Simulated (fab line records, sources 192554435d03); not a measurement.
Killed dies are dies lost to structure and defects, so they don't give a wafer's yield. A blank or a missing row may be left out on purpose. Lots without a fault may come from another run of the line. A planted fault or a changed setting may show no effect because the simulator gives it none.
Which tool did it? | flow n5_finfet | 11 lots, 31 wafers sampled, at 2 steps of a route of 1938

WHAT THE GAUGES READ, wafer by wafer
N5_BEOL_M9_OVL_MEAS_29. Usual: V8_OVL 0.2 nm, standard deviation 0.62.
lot  | measured     | on         | V8_OVL (nm)    | flag
L596 | day 11 10:00 | overlay-02 | 0.1 -0.9 0.5   |
L597 | day 11 14:38 | overlay-02 | 0.2 0.0 -0.1   |
L599 | day 11 14:50 | overlay-02 | -0.3 -0.4 0.8  |
L600 | day 12 08:23 | overlay-01 | -0.2 -1.1 -0.7 |
L601 | day 12 14:16 | overlay-02 | 0.6 1.2 0.9    |
L605 | day 13 16:23 | overlay-01 | 0.7 1.1        |
L608 | day 14 08:46 | overlay-01 | 0.4 -0.5       |
L607 | day 14 08:32 | overlay-01 | 0.4 0.8 -0.5   |
L609 | day 14 08:14 | overlay-01 | 0.6 0.3 0.4    |
L610 | day 15 16:11 | overlay-01 | 0.7 -0.1 -0.3  |
L616 | day 16 05:37 | overlay-01 | 0.3 0.2 -0.1   |

WHICH TOOL RAN EACH LOT (tool, then ch and the chambers of the sampled wafers, then the start)
lot  | N5_BEOL_M9_DESCUM_16
L596 | rie_diel-05 ch 1,2, day 11 07:13
L597 | rie_diel-05 ch 0,1,2, day 11 12:15
L599 | rie_diel-01 ch 0,2, day 11 12:59
L600 | rie_diel-01 ch 0,2,3, day 12 07:28
L601 | rie_diel-02 ch 1,2, day 12 12:23
L605 | rie_diel-05 ch 2,3, day 13 15:03
L608 | rie_diel-02 ch 0,3, day 14 06:04
L607 | rie_diel-05 ch 1,2,3, day 14 06:17
L609 | rie_diel-02 ch 0,3, day 14 06:18
L610 | rie_diel-01 ch 0,1, day 15 15:20
L616 | rie_diel-02 ch 2,3, day 16 01:25
- N5_BEOL_M9_DESCUM_16: chemistry O2, time 7.9 s.

WHAT THE TOOLS THEMSELVES READ (means of the sampled wafers that have a number; where no wafer has one, the mark that the record gives instead)
N5_BEOL_M9_DESCUM_16. Usual: drypump_motor_current_A 5.8 A, standard deviation 0.37; oes_product_au 0.81 a.u., standard deviation 0.084; rf_vpp_V 243.7 V, standard deviation 1.4; showerhead_plenum_p_Torr 2.12 Torr, standard deviation 0.064; throttle_valve_pct 20.46 %, standard deviation 0.19.
lot  | tool        | drypump_motor_current_A (A) | oes_product_au (a.u.) | rf_vpp_V (V) | showerhead_plenum_p_Torr (Torr) | throttle_valve_pct (%) | flag
L596 | rie_diel-05 | 5.3                         | 0.73                  | 241.5        | 2.03                            | 20.39                  |
L597 | rie_diel-05 | 5.7                         | 0.72                  | 243.0        | 2.08                            | 20.43                  |
L599 | rie_diel-01 | 6.1                         | 0.87                  | 244.7        | 2.14                            | 20.47                  |
L600 | rie_diel-01 | 6.0                         | 0.86                  | 244.4        | 2.14                            | 20.42                  |
L601 | rie_diel-02 | 6.0                         | 0.75                  | 242.6        | 2.07                            | 20.28                  |
L605 | rie_diel-05 | 5.4                         | 0.81                  | 242.2        | 2.06                            | 20.38                  |
L608 | rie_diel-02 | 5.8                         | 0.79                  | 245.1        | 2.19                            | 20.70                  |
L607 | rie_diel-05 | 5.6                         | 0.78                  | 242.7        | 2.07                            | 20.41                  |
L609 | rie_diel-02 | 5.8                         | 0.76                  | 245.2        | 2.17                            | 20.76                  |
L610 | rie_diel-01 | 6.0                         | 0.84                  | 243.4        | 2.13                            | 20.58                  |
L616 | rie_diel-02 | 6.2                         | 0.87                  | 244.9        | 2.16                            | 20.34                  |

THE ANSWER, worked out from the rows above alone
Rule: a lot is off if the mean of its wafers that have a number lies more than 3 standard deviations from the usual mean. A lot without any number at a reading at which 4 lots or more have one is off too. The other lots that the step has rows for count as sound. The gauges are gone through in route order, then the tools' own readings, and for those a lot's mean is taken as printed above. The first step at which some lot is off is used, and at that step the reading that is off furthest; a lot without a number counts as furthest.
No lot is off at any reading shown: from this, nothing can be told.

WHAT THE SIMULATOR HAD PUT IN
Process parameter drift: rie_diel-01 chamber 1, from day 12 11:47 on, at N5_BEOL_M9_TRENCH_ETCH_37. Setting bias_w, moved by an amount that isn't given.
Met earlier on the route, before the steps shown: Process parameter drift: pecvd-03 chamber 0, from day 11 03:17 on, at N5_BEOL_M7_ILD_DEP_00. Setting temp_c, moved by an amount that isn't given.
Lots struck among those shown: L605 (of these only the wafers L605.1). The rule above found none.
